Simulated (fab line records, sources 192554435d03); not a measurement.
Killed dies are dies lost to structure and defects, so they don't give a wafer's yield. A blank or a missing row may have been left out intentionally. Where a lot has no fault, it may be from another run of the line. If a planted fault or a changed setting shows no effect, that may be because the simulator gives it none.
The tool behind it: which one?	flow n5 finfet	24 lots with 72 wafers sampled at 5 steps, on a route of 1938 steps

## WHAT THE GAUGES READ, wafer by wafer
N5_BEOL_M4_CD_MEAS_28: target cd 26.2 nm, target cd y 24.1 nm.
lot	measured	on	cd nm (nm)
L074	day 8 04:23	cd sem-02	26.06 26.21 26.64
L075	day 8 05:08	cd sem-02	26.34 26.09 25.65
L076	day 8 05:40	cd sem-02	26.11 26.29 26.70
L077	day 8 13:32	cd sem-01	26.00 26.54 26.08
L078	day 8 17:18	cd sem-03	26.54 26.02 25.83
L079	day 8 17:29	cd sem-02	26.73 25.75 26.28
L080	day 9 09:59	cd sem-02	26.09 26.03 26.16
L081	day 9 11:34	cd sem-01	25.98 26.32 25.70
L082	day 10 04:37	cd sem-03	26.13 26.30 26.49
L083	day 10 05:32	cd sem-02	26.34 26.26 26.50
L084	day 10 16:12	cd sem-03	26.30 26.20 26.20
L085	day 10 16:16	cd sem-02	26.32 26.10 25.99
L087	day 10 19:02	cd sem-01	26.20 26.02 25.88
L086	day 10 23:35	cd sem-01	26.23 26.33 26.07
L088	day 11 04:57	cd sem-03	25.92 25.96 26.11
L089	day 11 05:02	cd sem-01	26.25 25.93 26.38
L090	day 11 13:05	cd sem-01	26.27 25.22 26.04
L092	day 11 23:47	cd sem-01	26.72 26.23 26.32
L091	day 12 10:33	cd sem-01	26.46 26.31 26.34
L093	day 12 13:32	cd sem-03	26.42 26.26 26.64
L094	day 12 21:21	cd sem-03	26.15 26.06 26.35
L095	day 12 22:34	cd sem-02	26.29 26.41 25.95
L096	day 13 04:31	cd sem-01	26.29 26.04 26.20
L097	day 13 12:27	cd sem-03	26.31 26.50 26.03

N5_BEOL_M4_CD_MEAS_35: target cd 18 nm, target cd y 22.4 nm.
lot	measured	on	cd nm (nm)
L074	day 8 11:45	cd sem-03	17.90 18.34 17.79
L075	day 8 11:42	cd sem-02	18.45 18.29 17.86
L076	day 8 15:01	cd sem-02	17.94 18.62 17.97
L077	day 8 16:04	cd sem-01	17.93 17.98 18.12
L078	day 8 19:11	cd sem-02	17.90 18.38 17.49
L079	day 8 19:17	cd sem-02	18.04 18.12 17.94
L080	day 9 14:11	cd sem-02	18.53 18.18 18.17
L081	day 9 15:35	cd sem-02	18.36 17.89 18.27
L082	day 10 07:08	cd sem-01	17.90 18.44 18.38
L083	day 10 11:58	cd sem-02	17.90 17.61 17.93
L084	day 10 17:52	cd sem-01	17.81 18.11 18.13
L085	day 10 18:17	cd sem-01	17.72 19.03 18.18
L087	day 11 03:43	cd sem-03	18.06 18.14 18.20
L086	day 11 12:07	cd sem-03	17.68 17.63 17.85
L088	day 11 07:05	cd sem-03	17.79 17.84 17.75
L089	day 11 11:48	cd sem-01	17.92 18.16 18.43
L090	day 11 18:34	cd sem-01	18.25 18.01 18.31
L092	day 12 04:39	cd sem-03	18.24 17.71 17.96
L091	day 12 12:17	cd sem-01	17.84 17.91 18.08
L093	day 12 16:04	cd sem-03	17.59 17.84 17.78
L094	day 13 01:50	cd sem-02	18.35 18.32 18.49
L095	day 13 02:16	cd sem-02	17.71 18.45 18.00
L096	day 13 10:35	cd sem-01	18.17 17.68 18.41
L097	day 13 14:28	cd sem-03	17.83 18.11 18.18

N5_BEOL_M5_THK_MEAS_01.
lot	measured	on	M5_ILD_THK (nm)
L074	day 8 18:41	film metro-01	119.2 121.2 120.7
L075	day 8 17:05	film metro-02	120.9 120.3 120.8
L076	day 8 20:11	film metro-02	120.9 122.4 122.8
L077	day 8 23:08	film metro-01	118.3 117.9 119.7
L078	day 9 01:11	film metro-01	122.3 123.6 123.8
L079	day 9 01:33	film metro-01	120.2 118.7 122.2
L080	day 9 19:21	film metro-02	122.7 120.5 122.5
L081	day 9 22:41	film metro-01	119.8 120.0 122.1
L082	day 10 12:25	film metro-02	119.0 121.7 121.5
L083	day 10 17:46	film metro-01	120.2 120.8 122.3
L084	day 10 23:38	film metro-02	119.0 122.4 122.2
L085	day 11 01:33	film metro-01	117.2 120.8 121.4
L087	day 11 09:09	film metro-01	121.0 120.8 122.4
L086	day 11 18:19	film metro-02	120.6 121.7 121.4
L088	day 11 14:38	film metro-01	124.1 120.4 121.4
L089	day 11 17:16	film metro-01	120.8 119.3 121.8
L090	day 12 00:19	film metro-01	121.1 118.4 122.2
L092	day 12 12:21	film metro-02	120.6 120.7 121.9
L091	day 12 17:31	film metro-01	118.3 120.1 119.1
L093	day 12 22:30	film metro-01	117.8 118.8 121.0
L094	day 13 07:11	film metro-02	119.0 118.1 120.7
L095	day 13 07:38	film metro-01	120.1 121.5 121.8
L096	day 13 16:10	film metro-01	121.5 121.9 122.4
L097	day 13 22:11	film metro-02	122.1 123.6 122.3

## WHAT TOOL EACH LOT RAN ON (gives the tool, then ch and the chambers of the sampled wafers, and finally the start)
lot	N5_BEOL_M4_ETCH_64	N5_BEOL_M4_SPUTTER_48
L074	rie diel-05 ch 2,3, day 8 03:31	pvd sputter-01, day 8 14:11
L075	rie diel-01 ch 1,2,3, day 8 04:24	pvd sputter-02, day 8 12:40
L076	rie diel-05 ch 0,1,3, day 8 04:52	pvd sputter-02, day 8 15:47
L077	rie diel-05 ch 1,2,3, day 8 12:51	pvd sputter-03, day 8 18:16
L078	rie diel-05 ch 1,2, day 8 16:29	pvd sputter-03, day 8 20:19
L079	rie diel-03 ch 0,1,2, day 8 16:41	pvd sputter-02, day 8 20:28
L080	rie diel-03 ch 0,1, day 9 09:04	pvd sputter-01, day 9 14:57
L081	rie diel-01 ch 0,1, day 9 10:46	pvd sputter-02, day 9 17:45
L082	rie diel-01 ch 0,2,3, day 10 03:49	pvd sputter-02, day 10 07:59
L083	rie diel-05 ch 0,2,3, day 10 04:44	pvd sputter-03, day 10 12:43
L084	rie diel-01 ch 0,1,3, day 10 15:18	pvd sputter-03, day 10 19:14
L085	rie diel-01 ch 0,1, day 10 15:32	pvd sputter-03, day 10 21:10
L087	rie diel-01 ch 2,3, day 10 18:22	pvd sputter-03, day 11 04:42
L086	rie diel-03 ch 0,2, day 10 22:46	pvd sputter-02, day 11 13:16
L088	rie diel-05 ch 1,2,3, day 11 04:16	pvd sputter-01, day 11 10:04
L089	rie diel-03 ch 0,2,3, day 11 04:21	pvd sputter-03, day 11 12:50
L090	rie diel-03 ch 0,3, day 11 12:13	pvd sputter-01, day 11 19:53
L092	rie diel-01 ch 0,3, day 11 22:55	pvd sputter-02, day 12 07:26
L091	rie diel-01 ch 0,1,3, day 12 09:41	pvd sputter-01, day 12 13:07
L093	rie diel-03 ch 0,2,3, day 12 12:52	pvd sputter-03, day 12 18:06
L094	rie diel-01 ch 0,2, day 12 20:40	pvd sputter-03, day 13 02:47
L095	rie diel-03 ch 2,3, day 12 21:44	pvd sputter-01, day 13 03:12
L096	rie diel-03 ch 0,1, day 13 03:42	pvd sputter-02, day 13 11:46
L097	rie diel-03 ch 0,1, day 13 11:39	pvd sputter-03, day 13 16:17
- N5_BEOL_M4_ETCH_64: etches SOC in N2/H2, target depth 75 nm, overetch 22.5 nm, time 121.9 s.
- N5_BEOL_M4_SPUTTER_48: material Cu, target thk 4.5 nm, time 8.29 s.

## WHAT THE TOOLS THEMSELVES READ (means of the sampled wafers that have a number; where no wafer has one, the mark that the record gives instead)
N5_BEOL_M4_ETCH_64.
lot	tool	bias w (W)	drypump motor current A (A)	oes product au (a.u.)	rf vpp V (V)	showerhead plenum p Torr (Torr)	throttle valve pct (%)
L074	rie diel-05	150.3	5.7	0.55	524.0	2.54	17.98
L075	rie diel-01	150.3	5.5	0.60	525.2	2.60	17.61
L076	rie diel-05	149.2	5.6	0.55	524.1	2.55	17.97
L077	rie diel-05	149.7	5.9	0.54	521.6	2.52	18.00
L078	rie diel-05	150.0	6.3	0.54	522.9	2.52	17.99
L079	rie diel-03	150.0	6.2	0.61	525.1	2.59	17.70
L080	rie diel-03	150.2	6.1	0.65	524.3	2.54	17.49
L081	rie diel-01	149.7	5.9	0.61	521.4	2.48	17.51
L082	rie diel-01	150.3	5.3	0.65	526.4	2.66	17.49
L083	rie diel-05	149.8	5.6	0.53	523.5	2.55	18.00
L084	rie diel-01	150.1	5.6	0.61	524.1	2.57	17.51
L085	rie diel-01	150.4	5.7	0.65	523.0	2.54	17.36
L087	rie diel-01	150.1	5.3	0.60	527.7	2.68	17.62
L086	rie diel-03	150.2	6.4	0.61	523.1	2.52	17.82
L088	rie diel-05	149.5	5.9	0.60	522.9	2.52	17.90
L089	rie diel-03	150.0	6.4	0.59	522.3	2.51	17.84
L090	rie diel-03	149.6	6.3	0.63	520.8	2.46	17.62
L092	rie diel-01	149.9	5.4	0.66	527.0	2.63	17.38
L091	rie diel-01	149.9	5.6	0.60	524.2	2.56	17.55
L093	rie diel-03	150.1	6.4	0.59	522.6	2.50	17.85
L094	rie diel-01	150.6	5.4	0.62	527.3	2.64	17.50
L095	rie diel-03	149.5	6.5	0.54	523.4	2.55	18.08
L096	rie diel-03	149.7	5.9	0.60	525.5	2.59	17.47
L097	rie diel-03	150.3	5.9	0.60	525.2	2.58	17.47

N5_BEOL_M4_SPUTTER_48.
lot	tool	substrate temp c (C)	throttle valve pct (%)
L074	pvd sputter-01	-20.02	29.6
L075	pvd sputter-02	-19.95	30.1
L076	pvd sputter-02	-19.97	30.1
L077	pvd sputter-03	-20.06	31.6
L078	pvd sputter-03	-20.01	30.9
L079	pvd sputter-02	-20.11	29.7
L080	pvd sputter-01	-19.92	30.5
L081	pvd sputter-02	-20.12	29.8
L082	pvd sputter-02	-20.00	30.1
L083	pvd sputter-03	-20.12	31.5
L084	pvd sputter-03	-20.03	31.0
L085	pvd sputter-03	-20.08	31.1
L087	pvd sputter-03	-20.10	31.2
L086	pvd sputter-02	-19.96	30.8
L088	pvd sputter-01	-19.99	29.6
L089	pvd sputter-03	-19.97	31.1
L090	pvd sputter-01	-19.91	30.2
L092	pvd sputter-02	-19.96	29.5
L091	pvd sputter-01	-20.07	29.9
L093	pvd sputter-03	-20.08	31.4
L094	pvd sputter-03	-20.06	31.1
L095	pvd sputter-01	-20.01	30.1
L096	pvd sputter-02	-20.13	30.4
L097	pvd sputter-03	-20.05	31.0

## THE ANSWER, worked out from the rows above alone
Rule: the usual values come from the lots themselves. Put in order of their means at a reading, lots are off if they are a third of the lots or fewer, leave a main group of 4 or more, and stand apart from it by a gap of 3 or more times the standard deviation of the main group's means; of several such gaps the widest counts. A main group is skipped when, at the precision printed for the reading in the tables above, its means are all equal. Also off: a lot with no number at a reading for which 4 or more lots have one. All remaining lots with rows at the step are treated as sound. First the gauges in route order, then the tools' own readings, where a lot's mean is used as printed above. The first step at which some lot is off is used, and at that step the reading that is off furthest; a lot without a number counts as furthest.
Across all readings shown, no lot is off: no conclusion can be drawn from this.

## WHAT WAS PUT IN BY THE SIMULATOR
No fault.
